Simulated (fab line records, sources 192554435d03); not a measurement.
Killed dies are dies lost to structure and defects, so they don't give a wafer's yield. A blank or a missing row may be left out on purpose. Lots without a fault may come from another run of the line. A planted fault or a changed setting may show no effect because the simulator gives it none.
Split-lot experiment | flow n5_finfet | 7 lots, 21 wafers read, on a route of 1938 steps

THE SPLIT
At N5_MOL_CONTACT_COAG_ALD_27 (deposits SiOC, target thk 17 nm, pulse time 1.5 s, time 2720 s), the setting ald_cycles was moved away from the recipe's 340 on 5 of the 21 wafers read, by -15.3% to -5.9%. The other wafers ran this setting at the recipe's value.

The reading is taken at the split's own step.

THE READING
SiOC_of_MOL_CONTACT_COAG_ALD_27.thk_nm (the simulator's own value, which no gauge read), in nm, at N5_MOL_CONTACT_COAG_ALD_27 (deposits SiOC, target thk 17 nm, pulse time 1.5 s, time 2720 s). The file gives no usual value for it.

wafer  | tool, chamber at the split | ald_cycles as run | against the recipe | SiOC_of_MOL_CONTACT_COAG_ALD_27.thk_nm, nm | against lot-mates on the recipe
L079.1 | ald_sin-02, 1,3,0          | 340               | recipe             | 17                                         | -
L079.3 | ald_sin-02, 1,3,0          | 340               | recipe             | 17                                         | -
L079.6 | ald_sin-02, 1,3,0          | 340               | recipe             | 17                                         | -
L080.1 | ald_sin-03, 2,0,1          | 340               | recipe             | 17                                         | -
L080.3 | ald_sin-03, 2,0,1          | 340               | recipe             | 17                                         | -
L080.5 | ald_sin-03, 2,0,1          | 340               | recipe             | 17                                         | -
L090.2 | ald_sin-01, 0,2            | 340               | recipe             | 17                                         | -
L090.4 | ald_sin-01, 0,2            | 340               | recipe             | 17                                         | -
L090.3 | ald_sin-01, 2              | 320               | -5.9%              | 16                                         | -1.0
L093.1 | ald_sin-02, 1,0,2          | 340               | recipe             | 17                                         | -
L093.2 | ald_sin-02, 1,0,2          | 340               | recipe             | 17                                         | -
L093.4 | ald_sin-02, 1,0,2          | 340               | recipe             | 17                                         | -
L095.3 | ald_sin-03, 0              | 288               | -15.3%             | 14.4                                       | -2.6
L095.6 | ald_sin-03, 0              | 288               | -15.3%             | 14.4                                       | -2.6
L095.5 | ald_sin-03, 3              | 340               | recipe             | 17                                         | -
L096.1 | ald_sin-01, 3              | 340               | recipe             | 17                                         | -
L096.3 | ald_sin-01, 0              | 311               | -8.5%              | 15.4                                       | -1.6
L096.5 | ald_sin-01, 0              | 311               | -8.5%              | 15.6                                       | -1.4
L097.3 | ald_sin-02, 1,2,1          | 340               | recipe             | 17                                         | -
L097.5 | ald_sin-02, 1,2,1          | 340               | recipe             | 17                                         | -
L097.6 | ald_sin-02, 1,2,1          | 340               | recipe             | 17                                         | -
Where a row lists several chambers, the file gives one row for several wafers and doesn't say which wafer went through which chamber.

THE FIT
A straight line over all 21 wafers: SiOC_of_MOL_CONTACT_COAG_ALD_27.thk_nm changes by +0.171 nm for each +1% of ald_cycles; r = +1.00; the points scatter about the line by 0.035 nm.
The same after taking each lot's own level away (the mean of its wafers on the recipe; 21 wafers): +0.171 nm for each +1%; r = +1.00; scatter 0.035 nm.
On that fit, the largest move of ald_cycles shifts the reading by 2.6 nm.
The lots' own levels span 17.00 to 17.00 nm.
So the lot-to-lot level changes the slope little: the two slopes agree.
Check: with one of the wafers moved furthest among these (-15.3%) left out of the fit, the line predicts -2.63 nm for it against its lot-mates. It came out at -2.6 nm against them.

OTHER SPLITS ON THESE WAFERS
These wafers also went through other splits before the reading. Each is held against what the fit with the lots' levels taken away leaves over:
other split on the same wafers        | wafers away from the commonest value | r with SiOC_of_MOL_CONTACT_COAG_ALD_27.thk_nm (lot level and that fit taken away)
N5_HKMG_FIN_EXPOSE_09 dose_mj         | 7                                    | -0.09
N5_GATE_CUT_ETCH_58 source_w          | 4                                    | +0.08
N5_GATE_CUT_COAT_35 spin_rpm          | 5                                    | +0.05
N5_MOL_CONTACT_COAG_EXPOSE_05 dose_mj | 9                                    | +0.11

THE FILE'S OWN FIT
SiOC_of_MOL_CONTACT_COAG_ALD_27.thk_nm changes by +0.171 nm for each +1% of ald_cycles, r = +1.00.
